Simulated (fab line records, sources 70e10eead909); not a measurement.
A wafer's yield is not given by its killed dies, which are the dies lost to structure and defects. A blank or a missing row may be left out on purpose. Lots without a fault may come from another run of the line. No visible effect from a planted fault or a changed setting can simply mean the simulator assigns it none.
Comparing a struck lot with a sound one	flow nand harc	17 steps out of a route of 1302
Sound: these wafers, L815.1, L815.2, L815.6. Struck: wafer L829.6 (left out: L829.2, a lot-mate that was not struck); the cause follows at the end.
Each step with rows lists, per side, the tool, then ch with its chambers, then its first start. Under that, the readings that differ: sound wafers	struck wafers	difference of the means	sigmas: that difference in standard deviations of wafers without a fault.
alike: readings with means less than 2 such deviations apart, plus words and numbers identical on both sides. not compared: withheld readings, readings lacking a value on some wafer, bounds such as >300 that could conceal the same value, and numbers that have no deviation in the record and whose values overlap.
A row with sigmas, a row that says differs or no value, or rows on one side alone: a step with any of these is where the two part. Numbers that have no deviation but don't overlap get no sigmas and don't part them. Lack of a reading on every wafer of one side parts them only where that side has two or more wafers.

NHARC_A_M1_INSPECT_11:
  sound: defect inspect-01 at day 23 20:52; struck: defect inspect-02 at day 30 05:26
reading	sound	struck	difference	sigmas
raw defect count	76 59 66	177	+110	+3
then, 1 step without rows for these wafers: NHARC_A_M1_DESCUM_14 (chemistry O2, time 3 s).
NHARC_A_M1_ETCH_35: etches the open film in N2/H2, target depth 40 nm, overetch 12 nm, time 43.94 s.
  sound on rie diel-12 ch 0,2,3, day 23 21:01; struck on rie diel-03 ch 3, day 30 05:34
reading	sound	struck	difference	sigmas
drypump motor current A (A)	4.6 5.0 5.7	6.1	+1.0	+2
throttle valve pct (%)	14.175 14.166 14.159	14.193	+0.026	+3
  alike: bias w, oes product au, rf vpp V, showerhead plenum p Torr
  not compared: rf hours counter h
then, 1 step without rows for these wafers: NHARC_A_M1_ETCH_15 (etches the open film in C4F8/Ar, target depth 182.5 nm, time 91.2 s).
NHARC_A_M1_CD_MEAS_16:
  sound: cd sem-02 at day 23 21:13; struck: cd sem-01 at day 30 05:49
  alike: cd nm
then, 3 steps without rows for these wafers: NHARC_A_M1_STRIP_18 (strips in N2/H2); NHARC_A_M1_ETCH_28 (etches the open film in CF4/N2, target depth 30 nm, time 72.99 s); NHARC_A_M1_STRIP_19 (strips in post etch residue remover, time 600 s).
NHARC_A_M1_DEGAS_29: time 60 s.
  sound: pvd sputter-02 at day 23 22:21; struck: pvd sputter-03 at day 30 06:34
  alike: heater power w
NHARC_A_M1_PRE_CLEAN_30: time 30 s.
  sound on pvd sputter-02; struck on pvd sputter-03
  alike: heater power w
then, 1 step without rows for these wafers: NHARC_A_M1_PVD_20 (deposits TaN, target thk 5 nm, time 8.06 s).
NHARC_A_M1_PVD_21: deposits Cu, target thk 30 nm, time 20.49 s.
  sound on pvd sputter-02; struck on pvd sputter-03
  alike: throttle valve pct
NHARC_A_M1_ECD_22: material Cu, target thk 400 nm.
  sound on ecd cu-01 ch 0,1, day 23 22:43; struck on ecd cu-02 ch 0,1, day 30 06:54
NHARC_A_M1_ANNEAL_31: time 90 s.
  sound on rtp anneal-02 ch 0, day 23 23:05; struck on rtp anneal-01 ch 0, day 30 07:20
  alike: wafer_temp_C_max
NHARC_A_M1_CMP_23: polishes, t overpolish 20 s, target thk 154.34 nm.
  sound on cmp-01 ch 0,2,3, day 23 23:28; struck on cmp-02 ch 3, day 30 07:39
reading	sound	struck	difference	sigmas
time to endpoint s (s)	29.9 26.7 33.9	13.9	-16.3	-6
  alike: motor current A
NHARC_A_M1_THK_MEAS_24: measures by xrf.
  sound: film metro-02 at day 23 23:45; struck: film metro-01 at day 30 07:56
  alike: thk nm
next, for these wafers, 1 step has no rows: NHARC_END_SORT_01.

WHERE THEY PART
Last at NHARC_A_M1_CMP_23 as far as this record goes, first at NHARC_A_M1_INSPECT_11. Later steps at which nothing parts them and some readings are alike: NHARC_A_M1_THK_MEAS_24.

WHY: whatever the simulator had introduced
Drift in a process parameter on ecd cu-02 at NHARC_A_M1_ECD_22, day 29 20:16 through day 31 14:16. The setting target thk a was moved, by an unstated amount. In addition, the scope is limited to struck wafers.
